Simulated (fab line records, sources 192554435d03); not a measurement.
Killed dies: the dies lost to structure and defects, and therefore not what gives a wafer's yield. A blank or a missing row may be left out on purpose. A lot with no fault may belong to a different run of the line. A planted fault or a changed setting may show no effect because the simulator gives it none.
Chamber matching || flow n5_finfet || N5_FIN_SAQP_ETCH_34 on rie_diel-05: 4 sister chambers
The step etches SiO2 in C4F6/O2, target depth 45 nm, time 15 s. 8 wafers are shown with their chamber, then 7 later ones without.

WAFERS PAIRED WITH THEIR CHAMBERS
{"wafer": "L074.1", "chamber": 3, "rf_vpp_V (V)": 689, "showerhead_plenum_p_Torr (Torr)": 2.93}
{"wafer": "L076.3", "chamber": 3, "rf_vpp_V (V)": 689, "showerhead_plenum_p_Torr (Torr)": 2.93}
{"wafer": "L081.3", "chamber": 0, "rf_vpp_V (V)": 681, "showerhead_plenum_p_Torr (Torr)": 2.94}
{"wafer": "L083.3", "chamber": 2, "rf_vpp_V (V)": 660, "showerhead_plenum_p_Torr (Torr)": 2.77}
{"wafer": "L083.4", "chamber": 1, "rf_vpp_V (V)": 652, "showerhead_plenum_p_Torr (Torr)": 2.81}
{"wafer": "L083.6", "chamber": 1, "rf_vpp_V (V)": 655, "showerhead_plenum_p_Torr (Torr)": 2.81}
{"wafer": "L087.1", "chamber": 2, "rf_vpp_V (V)": 660, "showerhead_plenum_p_Torr (Torr)": 2.77}
{"wafer": "L087.3", "chamber": 0, "rf_vpp_V (V)": 681, "showerhead_plenum_p_Torr (Torr)": 2.93}

WAFERS WITHOUT THEIR CHAMBER
{"wafer": "L087.5", "rf_vpp_V (V)": 688, "showerhead_plenum_p_Torr (Torr)": 2.92}
{"wafer": "L088.1", "rf_vpp_V (V)": 661, "showerhead_plenum_p_Torr (Torr)": 2.77}
{"wafer": "L088.2", "rf_vpp_V (V)": 690, "showerhead_plenum_p_Torr (Torr)": 2.92}
{"wafer": "L088.4", "rf_vpp_V (V)": 689, "showerhead_plenum_p_Torr (Torr)": 2.92}
{"wafer": "L096.1", "rf_vpp_V (V)": 682, "showerhead_plenum_p_Torr (Torr)": 2.92}
{"wafer": "L096.5", "rf_vpp_V (V)": 688, "showerhead_plenum_p_Torr (Torr)": 2.91}
{"wafer": "L096.6", "rf_vpp_V (V)": 683, "showerhead_plenum_p_Torr (Torr)": 2.92}

CHAMBER TAKEN BY EACH
{"wafer": "L087.5", "from the rows above": 3, "in truth": 3}
{"wafer": "L088.1", "from the rows above": 2, "in truth": 2}
{"wafer": "L088.2", "from the rows above": 3, "in truth": 3}
{"wafer": "L088.4", "from the rows above": 3, "in truth": 3}
{"wafer": "L096.1", "from the rows above": 0, "in truth": 0}
{"wafer": "L096.5", "from the rows above": 3, "in truth": 3}
{"wafer": "L096.6", "from the rows above": "can't be placed: 0 or 3", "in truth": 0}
Correct placement for 6 of the 7. From these rows, 1 cannot be placed; in 1 the true chamber is one of the candidates. Placed wrongly: 0.
How it was worked out, from the rows above alone: a wafer's distance from a chamber is the root of the sum, over the readings, of the square of ((its reading less the chamber's mean) divided by the reading's scatter). The wafer belongs to the nearest chamber; if the next one is less than 2 further off, it can't be placed. The mean given for a chamber averages the wafers shown for that chamber. The scatter: take each reading less its chamber's mean, square it, sum over the shown wafers, divide by the number of wafers less the number of chambers, and take the root.
